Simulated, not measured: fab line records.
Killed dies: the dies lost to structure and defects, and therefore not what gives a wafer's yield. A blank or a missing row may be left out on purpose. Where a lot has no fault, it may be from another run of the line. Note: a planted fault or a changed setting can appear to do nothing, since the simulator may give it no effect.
fab line records -- flow n5Finfet
record: lots: 9, wafers: 24, lastDay: 18
route steps=1938 shown BEOL_M0_SAQP@693 BEOL_M0_CUTY@710 BEOL_M0@722 BEOL_M4@1111 PASSIVATION@1936
lots that met no fault: taken from a fault-free run of the same line
startH: start of the lot's first displayed wafer, in hours after the record's first day -- waitH: time in hours since the lot's previous step -- " repeats the value in the row above -- L1.1+2: several wafers, shown together as one row -- - no value present, or no start provided -- * or withheld: withheld -- < > ~ a bound
route shown NAME@n: names a module that has steps shown in the file, with the first one's number in the route -- usual: average and standard deviation across the fault-free wafers -- same: alike in all rows -- chamber/n: place in a boat -- sites: per-site readings -- _std_site: standard deviation of those values -- _edge_site: inner sites' mean taken away from outer sites' mean -- radiusMm: for every site, how far away it sits from the centre of the wafer -- mask NAME#n: copy n -- behind: the most recent tool/chamber to have shaped the wafer -- hold: why the lot went on hold/how many hours it stayed there/how the hold came to an end -- device: names the non-switching transistor (n, p or np) -- end of line: the tests these same wafers got at the end of their route -- a step with no rows: only its recipe -- killed: dies that structure and defects cost at the first sort, which is not the same as the wafer's yield -- map: shows each die of a wafer: x if killed, . if not, _ if none is there
set.NAME: the setting as run; set.NAME@STEP: as run at that earlier step -- model.NAME: the simulator's own value behind a step, which no gauge read
route steps across a sampled set of lots; one table per step, one row per wafer
services: the hour from which a tool's chamber was out of use, counted from the record's first day as startH (under 0 if before that day), plus the number of hours and why
== steps ==
step: N5_BEOL_M0_SAQP_ETCH_88
recipe: chemistry: N2/H2, target: underlayer, targetDepthA: 65, timeS: 5.2, ionEnergyEv: 200, maskMaterial: CAR-EUV, pressureMtorr: 30, sourceW: 840, biasW: 150, n2FlowSccm: 200, h2FlowSccm: 200, ends: cleared
usual: drypumpMotorCurrentA: 6.0/0.4, etchRfOnTimeS: 5.20/0.18, oesProductAu: 0.66/0.08, rfVppV: 523.6/2.5, showerheadPlenumPTorr: 2.52/0.08, throttleValvePct: 17.82/0.27
lot.wafer,tool,chamber,startH,waitH,drypumpMotorCurrentA,etchRfOnTimeS,oesProductAu,rfHoursCounterH,rfVppV,showerheadPlenumPTorr,throttleValvePct
L508.4,rieDiel-02,2,112.35,0.0,5.7,4.92,0.60,224,520.7,2.41,18.26
L508.6,rieDiel-02,1,112.35,0.0,5.7,5.28,0.65,-,523.1,2.42,18.04
L512.1,rieDiel-02,0,137.05,0.0,6.7,5.10,0.76,38,525.7,2.59,17.32
L512.4,rieDiel-02,3,137.05,0.0,5.8,5.22,0.64,170,520.6,2.43,17.75
L512.5,rieDiel-02,0,137.05,0.0,6.7,5.08,0.77,-,522.7,2.59,17.29
L513.3,rieDiel-02,3,139.41,0.0,5.8,5.28,0.64,171,519.0,2.43,17.74
L513.4,rieDiel-02,1,139.41,0.0,5.8,5.29,0.64,145,520.3,2.42,18.04
L513.6,rieDiel-02,3,139.41,0.0,5.8,5.22,0.64,-,521.4,2.43,17.72
L515.2,rieDiel-01,3,153.64,0.0,5.9,5.47,0.60,194,524.4,2.52,18.00
L515.3,rieDiel-01,2,153.64,0.0,6.1,5.09,0.63,155,528.7,2.63,18.00
L515.5,rieDiel-01,2,153.64,0.0,6.1,5.09,0.63,-,526.1,2.63,17.99
L518.2,rieDiel-02,2,177.14,0.0,5.7,5.02,0.58,242,521.4,2.40,18.30
L518.4,rieDiel-02,0,177.14,0.0,6.7,5.15,0.75,51,527.3,2.58,17.35
L518.6,rieDiel-02,3,177.14,0.0,5.8,5.27,0.63,-,520.6,2.43,17.75
L519.1,rieDiel-02,1,178.94,0.0,5.7,5.19,0.63,158,518.9,2.41,18.08
L519.2,rieDiel-02,0,178.94,0.0,6.7,5.07,0.75,52,524.9,2.58,17.33
L519.6,rieDiel-02,0,178.94,0.0,6.7,5.07,0.76,-,526.0,2.58,17.34
L524.1,rieDiel-01,0,208.59,0.0,6.2,5.10,0.80,16,523.7,2.57,17.37
L524.3,rieDiel-01,3,208.59,0.0,5.9,5.39,0.59,212,522.9,2.52,18.06
L524.5,rieDiel-01,2,208.59,0.0,6.0,4.96,0.63,-,527.4,2.63,18.04
L528.3,rieDiel-03,3,240.50,0.0,6.4,5.20,0.60,221,527.1,2.61,17.96
L528.5,rieDiel-03,2,240.50,0.0,6.6,5.08,0.60,-,522.4,2.50,17.93
L531.2,rieDiel-01,0,252.88,0.0,6.2,5.24,0.77,27,525.0,2.56,17.37
L531.4,rieDiel-01,2,252.88,0.0,6.1,5.04,0.62,183,526.8,2.62,18.05
step: N5_BEOL_M0_SAQP_CUT_ETCH_46
recipe: chemistry: N2/H2, target: SOC, targetDepthA: 1350, overetchA: 270, tempC: 40, timeS: 202.5, ionEnergyEv: 200, maskMaterial: SiARC, pressureMtorr: 30, sourceW: 840, biasW: 150, n2FlowSccm: 200, h2FlowSccm: 200
usual: drypumpMotorCurrentA: 6.0/0.4, rfVppV: 523.5/2.4, showerheadPlenumPTorr: 2.52/0.08, throttleValvePct: 17.78/0.27
lot.wafer,tool,chamber,startH,waitH,drypumpMotorCurrentA,rfHoursCounterH,rfVppV,showerheadPlenumPTorr,throttleValvePct
L508.4,rieDiel-02,2,112.40,0.0,5.7,224,519.9,2.41,18.20
L508.6,rieDiel-02,1,112.40,0.0,5.7,-,520.1,2.42,17.99
L512.1,rieDiel-02,0,137.10,0.0,6.7,38,524.2,2.59,17.28
L512.4,rieDiel-02,3,137.10,0.0,5.8,170,522.4,2.43,17.68
L512.5,rieDiel-02,0,137.10,0.0,6.7,-,525.8,2.59,17.27
L513.3,rieDiel-02,3,139.46,0.0,5.8,171,520.5,2.43,17.68
L513.4,rieDiel-02,1,139.46,0.0,5.7,145,519.7,2.42,17.99
L513.6,rieDiel-02,3,139.46,0.0,5.8,-,521.3,2.43,17.71
L515.2,rieDiel-01,3,153.69,0.0,5.9,194,523.7,2.52,17.98
L515.3,rieDiel-01,2,153.69,0.0,6.0,155,524.6,2.63,17.95
L515.5,rieDiel-01,2,153.69,0.0,6.0,-,527.2,2.63,17.97
L518.2,rieDiel-02,2,177.19,0.0,5.7,242,519.6,2.40,18.26
L518.4,rieDiel-02,0,177.19,0.0,6.7,51,524.7,2.58,17.30
L518.6,rieDiel-02,3,177.19,0.0,5.8,-,520.1,2.43,17.71
L519.1,rieDiel-02,1,178.99,0.0,5.8,158,522.4,2.41,18.03
L519.2,rieDiel-02,0,178.99,0.0,6.7,52,524.7,2.58,17.29
L519.6,rieDiel-02,0,178.99,0.0,6.7,-,525.0,2.58,17.28
L524.1,rieDiel-01,0,208.64,0.0,6.2,16,526.7,2.56,17.31
L524.3,rieDiel-01,3,208.64,0.0,5.9,212,522.9,2.52,17.99
L524.5,rieDiel-01,2,208.64,0.0,6.1,-,526.2,2.63,17.97
L528.3,rieDiel-03,3,240.55,0.0,6.4,221,526.3,2.61,17.91
L528.5,rieDiel-03,2,240.55,0.0,6.5,-,523.7,2.50,17.90
L531.2,rieDiel-01,0,252.92,0.0,6.2,27,525.0,2.56,17.33
L531.4,rieDiel-01,2,252.92,0.0,6.1,183,527.4,2.62,18.00
step: N5_BEOL_M0_CUTY_INSPECT_59
recipe: mode: adi, inspectInstrument: macro
usual: rawDefectCount: 2.1/1.4
lot.wafer,tool,chamber,startH,waitH,rawDefectCount
L508.4,defectInspect-02,-,113.75,0.0,5
L508.6,defectInspect-02,-,113.75,0.0,2
L512.1,defectInspect-02,-,138.38,0.0,2
L512.4,defectInspect-02,-,138.38,0.0,2
L512.5,defectInspect-02,-,138.38,0.0,3
L513.3,defectInspect-02,-,140.74,0.0,0
L513.4,defectInspect-02,-,140.74,0.0,1
L513.6,defectInspect-02,-,140.74,0.0,2
L515.2,defectInspect-02,-,155.06,0.0,4
L515.3,defectInspect-02,-,155.06,0.0,3
L515.5,defectInspect-02,-,155.06,0.0,1
L518.2,defectInspect-02,-,178.47,0.0,>300
L518.4,defectInspect-02,-,178.47,0.0,>300
L518.6,defectInspect-02,-,178.47,0.0,>300
L519.1,defectInspect-01,-,180.31,0.0,>300
L519.2,defectInspect-01,-,180.31,0.0,>300
L519.6,defectInspect-01,-,180.31,0.0,>300
L524.1,defectInspect-01,-,209.80,0.0,3
L524.3,defectInspect-01,-,209.80,0.0,3
L524.5,defectInspect-01,-,209.80,0.0,3
L528.3,defectInspect-02,-,241.70,0.0,4
L528.5,defectInspect-02,-,241.70,0.0,1
L531.2,defectInspect-02,-,254.59,0.0,2
L531.4,defectInspect-02,-,254.59,0.0,2
step: N5_BEOL_M0_CUTY_ETCH_62
recipe: chemistry: CF4, target: SiARC, maskMaterial: CAR-ArF-block, timeS: 58.5, ionEnergyEv: 80, pressureMtorr: 40, sourceW: 545, biasW: 36, Ar_flow_sccm: 100, cf4FlowSccm: 100, ends: cleared
usual: drypumpMotorCurrentA: 5.8/0.43, etchRfOnTimeS: 58.3/1.7, mfcArSccm: 99.99/0.29, oesProductAu: 0.67/0.089, rfVppV: 184.3/1.1, showerheadPlenumPTorr: 2.17/0.06, throttleValvePct: 15.64/0.25
lot.wafer,tool,chamber,startH,waitH,drypumpMotorCurrentA,etchRfOnTimeS,mfcArSccm,oesProductAu,rfHoursCounterH,rfVppV,showerheadPlenumPTorr,throttleValvePct
L508.4,rieDiel-06,1,114.00,0.0,6.5,57.2,100.15,0.62,-,184.0,2.22,15.71
L508.6,rieDiel-06,0,114.00,0.0,5.3,61.2,100.00,0.59,-,181.8,2.07,15.77
L512.1,rieDiel-06,0,138.44,0.0,5.3,60.4,99.95,0.58,194,183.4,2.06,15.80
L512.4,rieDiel-06,3,138.44,0.0,5.7,57.0,100.74,0.80,-,184.0,2.19,15.26
L512.5,rieDiel-06,1,138.44,0.0,6.4,56.5,100.16,0.61,-,183.7,2.21,15.74
L513.3,rieDiel-05,2,140.81,0.0,5.6,57.6,100.28,0.66,110,185.5,2.25,15.63
L513.4,rieDiel-05,3,140.81,0.0,6.2,58.7,99.89,0.60,220,183.8,2.12,15.83
L513.6,rieDiel-05,2,140.81,0.0,5.6,57.5,100.19,0.67,-,183.0,2.25,15.62
L515.2,rieDiel-06,0,155.13,0.0,5.3,61.3,100.00,0.58,200,182.8,2.06,15.79
L515.3,rieDiel-06,1,155.13,0.0,6.4,57.2,100.08,0.60,247,185.4,2.21,15.75
L515.5,rieDiel-06,1,155.13,0.0,6.5,56.9,100.49,0.61,-,183.4,2.21,15.75
L518.2,rieDiel-04,1,178.53,0.0,5.4,58.8,100.12,0.60,232,185.8,2.20,15.77
L518.4,rieDiel-04,1,178.53,0.0,5.4,59.2,99.60,0.60,-,184.3,2.20,15.75
L518.6,rieDiel-04,0,178.53,0.0,5.3,58.5,100.54,0.59,-,185.1,2.19,15.98
L519.1,rieDiel-06,2,180.38,0.0,6.4,58.6,100.20,0.80,15,184.5,2.17,15.27
L519.2,rieDiel-06,1,180.38,0.0,6.5,55.0,99.75,0.88,2,184.7,2.21,15.26
L519.6,rieDiel-06,1,180.38,0.0,6.5,55.3,100.47,0.88,-,184.8,2.21,15.26
L524.1,rieDiel-06,2,209.87,0.0,6.4,59.3,100.33,0.78,25,183.5,2.17,15.27
L524.3,rieDiel-06,0,209.87,0.0,5.3,60.9,99.98,0.57,220,182.2,2.05,15.85
L524.5,rieDiel-06,0,209.87,0.0,5.3,61.2,99.58,0.57,-,182.6,2.05,15.84
L528.3,rieDiel-06,1,241.76,0.0,6.5,56.0,100.35,0.81,23,184.2,2.20,15.29
L528.5,rieDiel-06,1,241.76,0.0,6.4,55.9,99.89,0.80,-,183.5,2.20,15.30
L531.2,rieDiel-04,2,254.82,0.0,5.8,58.2,100.10,0.67,136,184.9,2.24,15.77
L531.4,rieDiel-04,0,254.82,0.0,5.3,57.5,99.97,0.78,-,184.2,2.19,15.47
step: N5_BEOL_M0_STRIP_142
recipe: chemistry: N2/H2, timeS: 10, powerW: 450, tempC: 40, pressureMtorr: 20, rfFrequencyHz: 6e+07, biasPowerW: 7, n2FlowSccm: 200, h2FlowSccm: 200
usual: drypumpMotorCurrentA: 5.8/0.39, oesProductAu: 0.81/0.1, rfVppV: 59.3/0.83, showerheadPlenumPTorr: 2.57/0.074, throttleValvePct: 23.6/0.35
lot.wafer,tool,chamber,startH,waitH,drypumpMotorCurrentA,oesProductAu,rfHoursCounterH,rfVppV,showerheadPlenumPTorr,throttleValvePct
L508.4,rieDiel-06,0,118.78,0.0,5.4,0.69,-,58.3,2.40,23.4
L508.6,rieDiel-06,1,118.78,0.0,6.5,0.71,-,60.3,2.60,23.4
L512.1,rieDiel-06,0,139.90,0.0,5.3,0.69,195,58.8,2.40,23.4
L512.4,rieDiel-06,3,139.90,0.0,5.7,0.95,-,61.2,2.61,23.3
L512.5,rieDiel-06,0,139.90,0.0,5.3,0.69,-,59.2,2.40,23.4
L513.3,rieDiel-05,0,142.87,0.0,5.4,0.98,1,60.1,2.52,23.9
L513.4,rieDiel-05,2,142.87,0.0,5.7,0.78,111,59.9,2.68,23.9
L513.6,rieDiel-05,0,142.87,0.0,5.4,0.98,-,58.6,2.52,23.9
L515.2,rieDiel-06,3,158.46,0.0,5.7,0.91,14,58.4,2.60,23.3
L515.3,rieDiel-06,2,158.46,0.0,6.4,0.95,6,59.3,2.58,23.2
L515.5,rieDiel-06,3,158.46,0.0,5.7,0.91,-,60.8,2.60,23.3
L518.2,rieDiel-05,0,179.30,0.0,5.3,0.93,11,59.1,2.51,23.9
L518.4,rieDiel-05,2,179.30,0.0,5.7,0.77,124,59.0,2.68,23.9
L518.6,rieDiel-05,2,179.30,0.0,5.7,0.78,-,59.9,2.68,23.9
L519.1,rieDiel-06,1,182.53,0.0,6.5,0.99,3,59.2,2.59,23.1
L519.2,rieDiel-06,3,182.53,0.0,5.7,0.88,24,58.6,2.60,23.3
L519.6,rieDiel-06,3,182.53,0.0,5.7,0.89,-,59.0,2.60,23.3
L524.1,rieDiel-04,1,214.60,0.0,5.4,0.71,245,59.4,2.62,24.2
L524.3,rieDiel-04,3,214.60,0.0,5.3,0.72,243,59.5,2.49,23.6
L524.5,rieDiel-04,0,214.60,0.0,5.3,0.96,-,59.3,2.59,23.3
L528.3,rieDiel-06,1,249.04,0.0,6.5,0.92,23,58.8,2.58,23.1
L528.5,rieDiel-06,0,249.04,0.0,5.3,0.67,-,59.2,2.38,23.5
L531.2,rieDiel-05,1,256.21,0.0,6.1,0.85,59,59.4,2.58,23.3
L531.4,rieDiel-05,1,256.21,0.0,6.1,0.87,-,58.7,2.58,23.3
step: N5_BEOL_M4_RC_MEAS_101
usual: DIBL_N: 36.1/2, DIBL_P: 36.3/2.5, IOFF_N: 0.16/0.037, IOFF_P: 0.21/0.039, ION_N: 678/15, ION_P: 465/8.7, SS_N: 71.4/0.7, SS_P: 73.3/0.74, VT_N: 249/3.6, VT_P: -250.0/2.9
lot.wafer,tool,chamber,startH,waitH,DIBL_N[mV/V],DIBL_P[mV/V],IOFF_N[nA/um],IOFF_P[nA/um],ION_N[uA/um],ION_P[uA/um],SS_N[mV/dec],SS_P[mV/dec],VT_N[mV],VT_P[mV]
L508.4,prober-01,0,162.15,0.5,35.5,36.4,0.16,0.26,669,475,72.2,73.6,251,-243.3
L508.6,prober-01,0,162.15,0.5,33.2,33.5,0.11,0.20,649,462,71.1,72.7,257,-247.6
L512.1,prober-01,0,195.83,0.0,37.2,35.6,0.17,0.23,688,472,71.7,74.1,249,-251.1
L512.4,prober-01,0,195.83,0.0,39.2,36.4,0.20,0.25,681,459,72.3,73.8,247,-249.6
L512.5,prober-01,0,195.83,0.0,38.7,36.8,0.18,0.26,688,473,72.6,73.2,249,-251.2
L513.3,prober-02,0,198.11,0.3,36.2,37.4,0.16,0.21,679,463,71.7,73.2,249,-253.5
L513.4,prober-02,0,198.11,0.3,34.6,35.8,0.13,0.18,671,466,71.1,72.5,256,-253.8
L513.6,prober-02,0,198.11,0.3,37.3,39.0,0.19,0.23,688,467,72.2,74.0,250,-251.7
L515.2,prober-02,0,199.78,0.2,32.3,30.4,0.09,0.14,653,459,70.1,71.2,257,-253.7
L515.3,prober-02,0,199.78,0.2,34.5,33.9,0.12,0.18,666,465,71.4,73.0,251,-250.1
L515.5,prober-02,0,199.78,0.2,37.8,38.5,0.17,0.25,672,467,71.9,73.8,248,-247.8
L518.2,prober-02,0,238.91,0.2,34.5,33.9,0.13,0.19,677,467,71.6,73.5,249,-249.3
L518.4,prober-02,0,238.91,0.2,36.6,35.8,0.16,0.22,685,462,72.0,73.9,246,-250.9
L518.6,prober-02,0,238.91,0.2,36.0,35.6,0.16,0.21,683,465,71.9,73.1,247,-249.6
L519.1,prober-01,0,255.86,0.0,34.2,32.9,0.12,0.19,666,463,70.9,72.2,253,-250.1
L519.2,prober-01,0,255.86,0.0,35.7,34.2,0.14,0.20,675,466,71.2,73.9,252,-249.2
L519.6,prober-01,0,255.86,0.0,39.3,38.5,0.20,0.28,667,456,73.3,73.9,247,-248.1
L524.1,prober-02,0,283.95,0.0,32.4,32.2,0.11,0.13,660,448,70.8,71.7,252,-256.9
L524.3,prober-02,0,283.95,0.0,35.0,36.2,0.15,0.18,670,458,71.6,73.5,250,-254.3
L524.5,prober-02,0,283.95,0.0,32.9,34.0,0.13,0.16,675,461,70.4,71.8,248,-254.9
L531.2,prober-02,0,313.26,0.2,34.2,34.1,0.13,0.18,676,466,70.1,73.3,251,-251.3
L531.4,prober-02,0,313.26,0.2,36.9,37.5,0.16,0.23,672,468,71.6,74.1,251,-249.1
L528.3,prober-02,0,318.94,0.3,35.6,35.0,0.15,0.20,675,466,71.8,73.3,250,-247.7
L528.5,prober-02,0,318.94,0.3,33.9,33.2,0.13,0.20,679,471,70.7,73.0,252,-248.3
step: N5_PASSIVATION_PROBE_49
usual: defectLimitedYield: 91.1/1.3, killed_at_M0_to_M3: 32/9.7, killed_at_M4_up: 16/6, killedAtContacts: 12/5.9, killedAtFrontEnd: 41/11, killedAtOther: 4/3.1, killedDies: 104/16, killedOpen: 68/12, killedShort: 34/7.4, sort_bin_5_function: 5.1/0.85, sort_bin_6_memory: 3.3/0.66, sort_bin_8_speed: 0.1/0.53, sortNPass: 1075/16, sortYieldPct: 91.1/1.4
same: grossDies: 1180, killedAtBackSide: 0, sort_bin_4_leakage[%]: 0
lot.wafer,tool,chamber,startH,waitH,defectLimitedYield[%],killed_at_M0_to_M3,killed_at_M4_up,killedAtContacts,killedAtFrontEnd,killedAtOther,killedDies,killedOpen,killedShort,sort_bin_5_function[%],sort_bin_6_memory[%],sort_bin_8_speed[%],sortNPass,sortYieldPct[%]
L518.2,prober-02,-,346.97,0.1,83.1,150,11,7,29,3,200,42,21,9.7,4.2,0,980,83.1
L518.4,prober-02,-,347.07,0.2,81.4,166,11,11,27,4,219,63,22,11.4,4.6,0,961,81.4
L518.6,prober-02,-,347.17,0.3,84.2,131,15,9,30,2,187,52,31,10.1,3.0,0,993,84.2
L519.1,prober-02,-,365.95,0.0,79.8,138,17,29,54,0,238,92,32,13.1,5.3,0,942,79.8
L519.2,prober-02,-,366.00,0.1,82.6,143,13,11,36,2,205,48,28,11.0,3.6,0,975,82.6
L519.6,prober-02,-,366.20,0.3,82.5,138,13,24,31,0,206,65,23,11.5,3.8,0,974,82.5
killed by level:class
L518.2 BEOL_M0_SAQP:unspecified=128 BEOL_M1:geometricParticle:open=8 HKMG_FIN:areaEtch=6 MOL_CONTACT_COAG:geometricParticle:open=5 STI_FIN_REVEAL:geometricParticle:open=4 STI_FIN_REVEAL:geometricParticle:short=3 GATE_CUT:geometricParticle:open=3 BEOL_M0:geometricParticle:open=3
L518.4 BEOL_M0_SAQP:unspecified=132 STI_FIN_REVEAL:geometricParticle:open=16 MOL_CONTACT_COAG:geometricParticle:open=10 BEOL_M0_SAQP:geometricParticle:open=7 BEOL_M0_SAQP:geometricParticle:short=7 BEOL_M3:geometricParticle:open=7 FIN_SAQP:geometricParticle:short=4 BEOL_M1:geometricParticle:open=4
L518.6 BEOL_M0_SAQP:unspecified=104 MOL_CONTACT_COAG:geometricParticle:open=8 BEOL_M0_SAQP:geometricParticle:short=8 STI_FIN_REVEAL:geometricParticle:open=7 BEOL_M8:geometricParticle:open=7 FIN_SAQP:geometricParticle:short=6 GATE_CUT:geometricParticle:short=6 BEOL_M3:geometricParticle:open=6
L519.1 BEOL_M0_SAQP:unspecified=111 MOL_CONTACT_COAG:geometricParticle:open=19 FIN_SAQP:geometricParticle:open=14 BEOL_M2:geometricParticle:open=13 MOL_CONTACT_COAG:geometricParticle:short=9 BEOL_M4:geometricParticle:open=9 STI_FIN_REVEAL:geometricParticle:open=7 DUMMY_GATE:geometricParticle:open=7
L519.2 BEOL_M0_SAQP:unspecified=129 FIN_SAQP:geometricParticle:open=15 MOL_CONTACT_COAG:geometricParticle:open=8 FIN_SAQP:geometricParticle:short=4 STI_FIN_REVEAL:geometricParticle:open=4 DUMMY_GATE:geometricParticle:open=4 BEOL_M0_SAQP:geometricParticle:open=4 MOL_CONTACT_COAG:geometricParticle:short=3
L519.6 BEOL_M0_SAQP:unspecified=118 MOL_CONTACT_COAG:geometricParticle:open=20 FIN_SAQP:geometricParticle:open=10 BEOL_M0_SAQP:geometricParticle:open=5 BEOL_M2:geometricParticle:open=5 BEOL_M5:geometricParticle:open=5 STI_FIN_REVEAL:geometricParticle:open=4 MOL_CONTACT_COAG:geometricParticle:short=4
== services ==
tool,chamber,startH,hours,kind
rieDiel-05,1,102.88,4.1,repair
rieDiel-06,3,109.47,-,clean
rieDiel-06,3,109.47,-,consumableReplace:focusRing
rieDiel-06,3,109.47,17.5,scheduledDown
rieDiel-06,3,109.47,17.5,ventCycle
rieDiel-02,2,114.71,9.7,repair
rieDiel-06,2,127.08,-,clean
rieDiel-06,2,127.08,-,consumableReplace:focusRing
rieDiel-06,2,127.08,14.0,scheduledDown
rieDiel-06,2,127.08,14.0,ventCycle
rieDiel-02,3,159.82,13.2,repair
rieDiel-06,1,163.37,-,clean
rieDiel-06,1,163.37,-,consumableReplace:focusRing
rieDiel-05,0,167.07,5.0,repair
rieDiel-04,2,175.54,3.6,repair
rieDiel-05,1,183.42,12.0,repair
rieDiel-01,-,185.38,2.8,pm
rieDiel-01,1,203.57,9.8,repair
rieDiel-05,-,205.16,0.7,repair
rieDiel-05,-,218.37,0.1,repair
rieDiel-05,3,242.46,40.9,repair
rieDiel-04,1,252.29,3.0,repair
rieDiel-01,3,254.41,9.7,repair
rieDiel-02,3,255.88,9.2,repair
== key ==
firstSign: step: N5_BEOL_M0_CUTY_INSPECT_59, reading: rawDefectCount, direction: up, sigmas: 99+, usual: 2.1, struck: >300
effect: step: N5_PASSIVATION_PROBE_49, reading: killed_at_M0_to_M3, direction: up, sigmas: 12, usual: 32, struck: 144
moreKillsBornAt: N5_BEOL_M0_SAQP_CUT_ETCH_46@rieDiel-02: 722
metAt N5_BEOL_M0_SAQP_CUT_ETCH_46
struckLots L518,L519
notActingAt N5_BEOL_M0_SAQP_ETCH_88,N5_BEOL_M0_CUTY_ETCH_62,N5_BEOL_M0_STRIP_142
onsetBetween 139.46 177.19
fault: kind: chamberParticleSource, tool: rieDiel-02, chamber: -, onsetH: 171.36, steps: N5_BEOL_M0_SAQP_CUT_ETCH_46, ratePerVisitCm2: 0.91719, endH: 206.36
